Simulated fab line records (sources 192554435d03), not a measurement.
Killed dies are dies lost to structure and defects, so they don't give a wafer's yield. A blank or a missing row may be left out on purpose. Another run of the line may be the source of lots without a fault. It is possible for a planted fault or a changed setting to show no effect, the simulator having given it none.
Struck lot and sound lot, side by side || flow n5Finfet || 39 out of 1938 route steps
Sound: the wafers L829.1, L829.2, L829.6. Wafers struck: L835.1, L835.2, L835.4. The cause is given at the end.
Per side, at each step with rows, come the tool, then ch with its chambers, and then its first start. Under that, the readings that differ: sound wafers || struck wafers || difference of the means || sigmas: that difference in standard deviations of wafers without a fault.
alike: a reading whose means differ by less than 2 such deviations, as well as words and numbers matching on both sides. not compared: withheld readings; readings where some wafer has no value; bounds like >300 that might hide an equal value; numbers whose values overlap and for which the record gives no deviation.
Wherever a step has rows on one side only, a row that says differs or no value, or a row with sigmas, the two part there. Numbers that have no deviation but don't overlap get no sigmas and don't part them. A reading that every wafer of one side lacks parts them only if that side has two wafers or more.

first, 9 steps without rows for these wafers: N5_GATE_CUT_CMP_23 (polishes, stops on SiO2, t overpolish 23.4 s, target thk 16 nm); N5_GATE_CUT_CMP_43 (polishes SiO2); N5_GATE_CUT_CMP_61 (polishes, stops on SiNx, t overpolish 3 s); N5_MOL_CONTACT_COAG_COAT_103 (time 60 s, resist thk 80 nm); N5_MOL_CONTACT_COAG_COAT_104 (time 60 s, resist thk 12 nm); N5_MOL_CONTACT_COAG_COAT_58 (time 60 s, resist thk 10 nm); N5_MOL_CONTACT_COAG_COAT_02 (resist thk 30 nm); N5_MOL_CONTACT_COAG_EBR_04; N5_MOL_CONTACT_COAG_SOFTBAKE_03 (time 60 s).
N5_MOL_CONTACT_COAG_EXPOSE_05: exposes mask CA, defocus 0 nm.
  sound on euvScanner-02 ch 0, day 5 12:55; struck on euvScanner-02 ch 0, day 6 19:40
  alike: mask
then, 2 steps without rows for these wafers: N5_MOL_CONTACT_COAG_PEB_06 (peb time 60 s); N5_MOL_CONTACT_COAG_DEVELOP_07 (develop time 30 s).
N5_MOL_CONTACT_COAG_CD_MEAS_08 targets a cd of 28 nm.
  sound on cdSem-01 ch 0, day 5 13:03; struck on cdSem-02 ch 0, day 6 19:47
{"reading": "cdNm (nm)", "sound": "27.73 27.73 27.89", "struck": "26.98 26.95 25.49", "difference": -1.31, "sigmas": -5}
then, 1 step without rows for these wafers: N5_MOL_CONTACT_COAG_DESCUM_13 (chemistry O2, time 7 s).
N5_MOL_CONTACT_COAG_ETCH_59: etches underlayer in N2/H2, target depth 13 nm, time 10.4 s.
  sound on rieDiel-05 ch 0,1,2, day 5 13:13; struck on rieDiel-05 ch 0,1,2, day 6 19:59
{"reading": "model.MOL_CONTACT_COAG.cdOffsetNm (nm)", "sound": "-0.2 0.2 -0.2", "struck": "-1 -1 -2.2", "difference": -1, "sigmas": ""}
  alike: drypumpMotorCurrentA, etchRfOnTimeS, h2FlowSccm, oesProductAu, rfVppV, showerheadPlenumPTorr, throttleValvePct
  not compared: rfHoursCounterH
then, 7 steps without rows for these wafers: N5_MOL_CONTACT_COAG_ETCH_105 (etches SiARC in CF4, target depth 15.6 nm, time 26 s); N5_MOL_CONTACT_COAG_ETCH_106 (etches SOC in N2/H2, target depth 80 nm, overetch 16 nm, time 120 s); N5_MOL_CONTACT_COAG_STRIP_107 (strips in N2/H2); N5_MOL_CONTACT_COAG_STRIP_108 (strips in N2/H2); N5_MOL_CONTACT_COAG_CONTACT_ETCH_14 (etches SiO2 in C4F6/O2, target depth 27.5 nm, overetch 8.5 nm, time 20 s); N5_MOL_CONTACT_COAG_STRIP_109 (strips in C4F6/O2); N5_MOL_CONTACT_COAG_ETCH_15 (etches SiNx in CH3F/O2, stops on Si:P, target depth 7 nm).
N5_MOL_CONTACT_COAG_ETCH_110: etches Si in CF4/O2, target depth 2.5 nm, time 8 s.
  sound on rieDiel-05 ch 0,1,2, day 5 13:27; struck on rieDiel-05 ch 0,1,2, day 6 20:13
{"reading": "model.MOL_CONTACT_COAG.cdOffsetNm (nm)", "sound": "0 0.2 -0.4", "struck": "-1.2 -1 -2", "difference": -1.3, "sigmas": ""}
  alike: drypumpMotorCurrentA, oesProductAu, rfVppV, showerheadPlenumPTorr, throttleValvePct
  not compared: rfHoursCounterH
then, 1 step without rows for these wafers: N5_MOL_CONTACT_COAG_STRIP_98 (strips in N2/H2).
N5_MOL_CONTACT_COAG_CD_MEAS_99 targets a cd of 17.2 nm.
  sound on cdSem-02 at day 5 13:34; struck on cdSem-02 at day 6 20:20
{"reading": "cdNm (nm)", "sound": "17.8 17.5 17.1", "struck": "16.1 16.0 14.7", "difference": -1.9, "sigmas": -5}
then, 12 steps without rows for these wafers: N5_MOL_CONTACT_COAG_IMPLANT_129; N5_MOL_CONTACT_COAG_PRECLEAN_111 (cleans in NF3:NH3, afs cycles 1, time 20 s, sublimation time 60 s); N5_MOL_CONTACT_COAG_TI_SIL_19 (material Ti, target thk 4.2 nm, time 15 s); N5_MOL_CONTACT_COAG_ALD_20 (deposits TiN, target thk 1.5 nm, pulse time 1 s, purge time 3 s); N5_MOL_CONTACT_COAG_SIL_ANNEAL_21 (time 60 s); N5_MOL_CONTACT_COAG_PRE_CLEAN_141 (time 60 s); N5_MOL_CONTACT_COAG_SPUTTER_143 (material Co, target thk 2.5 nm); N5_MOL_CONTACT_COAG_CO_FILL_22 (material Co, precursor CCTBA/H2, target thk 20 nm); N5_MOL_CONTACT_COAG_ANNEAL_113 (time 300 s); N5_MOL_CONTACT_COAG_PRE_CLEAN_142 (time 60 s); N5_MOL_CONTACT_COAG_SPUTTER_130 (material Co, target thk 47.5 nm); N5_MOL_CONTACT_COAG_PRECLEAN_125 (cleans in DIW, time 57.5 s).
-- here the record skips 3 days between the struck wafers' starts before and after, leaving off in module MOL_CONTACT_COAG and picking up in module BEOL_M4 (first step shown: number 1111 of the route) --
N5_BEOL_M4_RC_MEAS_101:
  sound on prober-02 ch 0, day 8 22:36; struck on prober-02 ch 0, day 10 06:15
{"reading": "RC_DENSE_N (ohm.um)", "sound": "19.1 19.5 20.2", "struck": "20.5 20.0 23.3", "difference": "+1.7", "sigmas": "+4"}
{"reading": "RC_DENSE_P (ohm.um)", "sound": "23.9 24.4 25.2", "struck": "25.7 25.3 28.8", "difference": "+2.1", "sigmas": "+4"}
{"reading": "RC_N (ohm.um)", "sound": "15.5 15.9 16.4", "struck": "16.8 16.4 18.5", "difference": "+1.3", "sigmas": "+4"}
{"reading": "RC_P (ohm.um)", "sound": "19.5 20.0 20.6", "struck": "20.8 20.5 23.2", "difference": "+1.5", "sigmas": "+3"}
  alike: DIBL_N, DIBL_P, IOFF_N, IOFF_P, ION_N, ION_P, SS_N, SS_P, VT_N, VT_P
-- the record jumps here: 5 days lie between the struck wafers' starts before and after (it left off in module BEOL_M4 and takes up again in module PASSIVATION, whose first step shown is number 1936 of the route) --
N5_PASSIVATION_PROBE_49:
  sound on prober-01 at day 13 05:59; struck on prober-02 at day 14 23:49
{"reading": "killedAtContacts", "sound": "5 10 8", "struck": "13 35", "difference": "+16", "sigmas": "+2"}
{"reading": "sort_bin_8_speed (%)", "sound": "0 0 0", "struck": "0 0.25", "difference": "+0", "sigmas": "+4"}
  alike: defectLimitedYield, killed_at_M0_to_M3, killed_at_M4_up, killedAtFrontEnd, killedAtOther, killedDies, killedOpen, killedShort, sort_bin_5_function, sort_bin_6_memory, sortNPass, sortYieldPct

WHERE THEY PART
Earliest at N5_MOL_CONTACT_COAG_CD_MEAS_08; latest, in this record, at N5_PASSIVATION_PROBE_49.

WHY: the cause the simulator had injected
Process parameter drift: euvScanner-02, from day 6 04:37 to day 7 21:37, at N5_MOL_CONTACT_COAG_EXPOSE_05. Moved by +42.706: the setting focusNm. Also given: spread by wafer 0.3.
